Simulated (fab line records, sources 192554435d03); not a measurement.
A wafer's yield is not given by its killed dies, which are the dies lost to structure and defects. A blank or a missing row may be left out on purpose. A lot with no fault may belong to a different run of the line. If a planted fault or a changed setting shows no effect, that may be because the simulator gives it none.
Matching of chambers | flow n5_finfet | 4 sister chambers for N5_BEOL_M1_VIA_ETCH_34 on rie_diel-03
The step etches the open film in C4F6/O2, target depth 67.8 nm, time 64.4 s. 8 wafers are shown with their chamber, then 7 later ones without.

## EACH WAFER AND ITS CHAMBER
wafer  | chamber | throttle_valve_pct (%) | rf_vpp_V (V)
L078.6 | 0       | 31.31                  | 665
L080.2 | 3       | 30.98                  | 649
L080.5 | 0       | 31.30                  | 665
L083.4 | 3       | 31.00                  | 651
L083.5 | 1       | 30.79                  | 642
L083.6 | 2       | 30.55                  | 656
L092.1 | 2       | 30.56                  | 656
L092.4 | 1       | 30.81                  | 642

## WAFERS WITHOUT THEIR CHAMBER
wafer  | throttle_valve_pct (%) | rf_vpp_V (V)
L092.5 | 30.58                  | 654
L097.2 | 30.80                  | 642
L097.3 | 31.01                  | 650
L097.5 | 30.81                  | 642
L096.3 | 30.58                  | 656
L096.4 | 31.01                  | 649
L096.6 | 30.59                  | 655

## WHICH CHAMBER EACH WENT THROUGH
wafer  | from the rows above | in truth
L092.5 | 2                   | 2
L097.2 | 1                   | 1
L097.3 | 3                   | 3
L097.5 | 1                   | 1
L096.3 | 2                   | 2
L096.4 | 3                   | 3
L096.6 | 2                   | 2
Correctly placed: 7 of 7. From these rows, 0 cannot be placed. Placed wrongly: 0.
How it was worked out, from the rows above alone: a wafer's distance from a chamber is the root of the sum, over the readings, of the square of ((its reading less the chamber's mean) divided by the reading's scatter). The wafer belongs to the nearest chamber; if the next one is less than 2 further off, it can't be placed. A chamber's mean is the mean of its shown wafers. The scatter: take each reading less its chamber's mean, square it, sum over the shown wafers, divide by the number of wafers less the number of chambers, and take the root.
